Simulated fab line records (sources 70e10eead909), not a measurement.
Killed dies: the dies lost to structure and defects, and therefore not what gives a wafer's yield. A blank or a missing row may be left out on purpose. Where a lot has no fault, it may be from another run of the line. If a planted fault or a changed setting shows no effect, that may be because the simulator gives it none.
Chamber matching | flow nand-harc | NHARC_P_ZERO_WELL_DESCUM_54 on rie-diel-01 has 4 sister chambers
The step chemistry O2, time 3 s. 14 wafers are shown with their chamber, then 7 later ones without.

== WAFERS PAIRED WITH THEIR CHAMBERS ==
wafer  | chamber | oes-product-au (a.u.) | chamber-pressure-mTorr (mTorr) | throttle-valve-pct (%)
L324.1 | 3       | 1.007                 | 60.08                          | 11.312
L324.2 | 1       | 1.018                 | 59.86                          | 11.311
L324.5 | 3       | 1.017                 | 59.88                          | 11.317
L325.1 | 0       | 1.000                 | 60.06                          | 11.309
L325.5 | 2       | 1.018                 | 59.94                          | 11.296
L325.6 | 3       | 1.008                 | 59.98                          | 11.310
L330.1 | 0       | 1.011                 | 60.09                          | 11.317
L330.2 | 1       | 1.018                 | 60.01                          | 11.305
L330.3 | 2       | 1.020                 | 60.07                          | 11.326
L331.1 | 3       | 1.013                 | 60.13                          | 11.318
L331.4 | 0       | 1.006                 | 60.02                          | 11.310
L331.6 | 0       | 1.004                 | 60.00                          | 11.321
L340.1 | 3       | 1.005                 | 60.05                          | 11.326
L340.3 | 0       | 0.995                 | 59.99                          | 11.314

SIGNATURES (means of the wafers above)
reading                | chamber 0 | chamber 1 | chamber 2 | chamber 3 | scatter within a chamber
oes-product-au         | 1.00320   | 1.01800   | 1.01900   | 1.01000   | 0.00495
chamber-pressure-mTorr | 60.0320   | 59.9350   | 60.0050   | 60.0240   | 0.0803
throttle-valve-pct     | 11.31420  | 11.30800  | 11.31100  | 11.31660  | 0.0085
Rule: a wafer's distance from a chamber is the root of the sum, over the readings, of the square of ((its reading less the chamber's mean) divided by the reading's scatter). If the next closest chamber is less than 2 further off than the closest, the wafer can't be placed; otherwise it belongs to the closest. The scatter: the root of (the sum of the squares of (reading less its chamber's mean) over the shown wafers, divided by (wafers less chambers)).

== WAFERS WITH NO CHAMBER GIVEN ==
wafer  | oes-product-au (a.u.) | chamber-pressure-mTorr (mTorr) | throttle-valve-pct (%)
L340.4 | 0.999                 | 60.01                          | 11.327
L344.1 | 1.005                 | 60.03                          | 11.315
L344.2 | 1.009                 | 60.04                          | 11.310
L344.4 | 1.033                 | 60.01                          | 11.325
L345.1 | 1.037                 | 60.11                          | 11.288
L345.2 | 1.010                 | 59.94                          | 11.330
L345.4 | 1.008                 | 59.99                          | 11.301

== WHICH CHAMBER EACH WENT THROUGH ==
wafer  | from the rows above               | in truth
L340.4 | can't be placed: 0 or 3           | 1
L344.1 | can't be placed: 0 or 3           | 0
L344.2 | can't be placed: 3 or 0 or 2 or 1 | 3
L344.4 | can't be placed: 2 or 1 or 3      | 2
L345.1 | can't be placed: 2 or 1 or 3      | 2
L345.2 | can't be placed: 3 or 0 or 2 or 1 | 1
L345.4 | can't be placed: 0 or 3 or 1 or 2 | 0
Correct placement for 0 of the 7. From these rows, 7 cannot be placed; in 6 the true chamber is one of the candidates. 0 placed wrongly.
